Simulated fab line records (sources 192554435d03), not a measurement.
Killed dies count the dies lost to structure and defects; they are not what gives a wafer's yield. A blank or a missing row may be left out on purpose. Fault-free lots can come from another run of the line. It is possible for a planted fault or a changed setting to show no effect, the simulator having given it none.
A struck lot beside a sound one :: flow n5Finfet :: 27 out of 1938 route steps
Sound: wafers L739.4, L739.5, L739.6. Wafers L736.1, L736.3, L736.6 were the ones struck. The cause is given at the end.
Each step with rows lists, per side, the tool, then ch with its chambers, then its first start. Under that, the readings that differ: sound wafers :: struck wafers :: difference of the means :: sigmas: that difference in standard deviations of wafers without a fault.
alike: readings whose means differ by less than 2 such deviations, and words and numbers that are the same on both sides. not compared: withheld readings, readings that some wafer has no value for, bounds like >300 that may hide the same value, and numbers for which the record gives no deviation and whose values overlap.
A row with sigmas, a row that says differs or no value, or rows on one side alone: a step with any of these is where the two part. When numbers do not overlap yet have no deviation, they are printed without sigmas and do not part them. A reading missing from all wafers of one side parts the sides only when that side holds two or more wafers.

first, 9 steps without rows for these wafers: N5_FIN_SAQP_PRECLEAN_38 (cleans in O3/DIW, time 45 s); N5_FIN_SAQP_PRECLEAN_45 (cleans in dHF, time 10 s); N5_FIN_SAQP_SRD_39 (time 30 s); N5_FIN_CUT_COAT_18 (time 60 s, resist thk 230 nm); N5_FIN_CUT_COAT_19 (time 60 s, resist thk 20 nm); N5_FIN_CUT_COAT_29 (time 60 s, resist thk 10 nm); N5_FIN_CUT_COAT_02 (resist thk 30 nm); N5_FIN_CUT_EBR_04; N5_FIN_CUT_SOFTBAKE_03 (time 60 s).
N5_FIN_CUT_EXPOSE_05: exposes mask FIN CUT.
  sound on euvScanner-01 ch 0, day 6 14:50; struck on euvScanner-02 ch 0, day 5 19:29
reading: exposureDoseMJCm2
sound: 46.08 46.11 46.06
struck: 48.79 48.66 48.69
difference: +2.63
sigmas: +13
  alike: mask
then, 2 steps without rows for these wafers: N5_FIN_CUT_PEB_06 (peb time 60 s); N5_FIN_CUT_DEVELOP_07 (develop time 30 s).
N5_FIN_CUT_CD_MEAS_08: target cd 29.1 nm.
  sound on cdSem-01 ch 0, day 6 14:56; struck on cdSem-02 ch 0, day 5 19:38
reading: cdNm (nm)
sound: 29.11 28.83 29.09
struck: 29.89 30.48 30.09
difference: +1.14
sigmas: +5
then, 1 step without rows for these wafers: N5_FIN_CUT_DESCUM_13 (chemistry O2, time 7 s).
N5_FIN_CUT_ETCH_30: etches underlayer in N2/H2, target depth 13 nm, time 10.4 s.
  sound on rieDiel-02 ch 0,1,2, day 6 15:05; struck on rieDiel-05 ch 0,2,3, day 5 19:58
reading: model.FIN_CUT.cdOffsetNm (nm)
sound: 0 -0.2 0.2
struck: 1.2 1 1.2
difference: +1.1
sigmas: 
  alike: drypumpMotorCurrentA, etchRfOnTimeS, oesProductAu, rfVppV, showerheadPlenumPTorr, throttleValvePct
  not compared: rfHoursCounterH
then, 9 steps without rows for these wafers: N5_FIN_CUT_ETCH_20 (etches SiARC in CF4, target depth 26 nm, time 43.3 s); N5_FIN_CUT_ETCH_21 (etches SOC in N2/H2, target depth 219 nm, overetch 43.8 nm, time 523.5 s); N5_FIN_CUT_STRIP_23 (strips in N2/H2); N5_FIN_CUT_STRIP_31 (strips in N2/H2); N5_FIN_CUT_STRIP_24 (strips in CF4); N5_FIN_CUT_CUT_ETCH_26 (etches SiNx in CH3F/O2, target depth 39 nm, time 55.7 s); N5_FIN_CUT_CUT_ETCH_27 (etches SiO2 in CHF3/O2, target depth 4 nm, overetch 2 nm, time 4.9 s); N5_FIN_CUT_PRECLEAN_35 (cleans in vHF, time 13.3 s); N5_FIN_CUT_CUT_ETCH_15 (etches Si in HBr/Cl2/O2, target depth 100 nm, bt time 10 s, time 42.4 s).
N5_FIN_CUT_CUT_ETCH_28: etches Si in HBr/Cl2/O2, target depth 6 nm, time 2.4 s.
  sound on rieSi-04 ch 0,2,3, day 6 15:44; struck on rieSi-01 ch 0,1, day 5 20:37
reading: model.FIN_CUT.cdOffsetNm (nm)
sound: 0.2 0 -0.2
struck: 0.8 1.6 1.6
difference: +1.3
sigmas: 
  alike: drypumpMotorCurrentA, oes_o_777_au, oesProductAu, throttleValvePct
  not compared: rfHoursCounterH
then, 2 steps without rows for these wafers: N5_FIN_CUT_STRIP_22 (strips in N2/H2); N5_PASSIVATION_PROBE_49.

WHERE THEY PART
Last at N5_FIN_CUT_CD_MEAS_08 as far as this record goes, first at N5_FIN_CUT_EXPOSE_05. Later steps at which nothing parts them and some readings are alike: N5_FIN_CUT_ETCH_30, N5_FIN_CUT_CUT_ETCH_28.

WHY: what had been put in by the simulator
Drift in process parameters on euvScanner-02 at N5_FIN_CUT_EXPOSE_05, starting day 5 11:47. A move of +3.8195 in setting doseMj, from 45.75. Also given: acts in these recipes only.
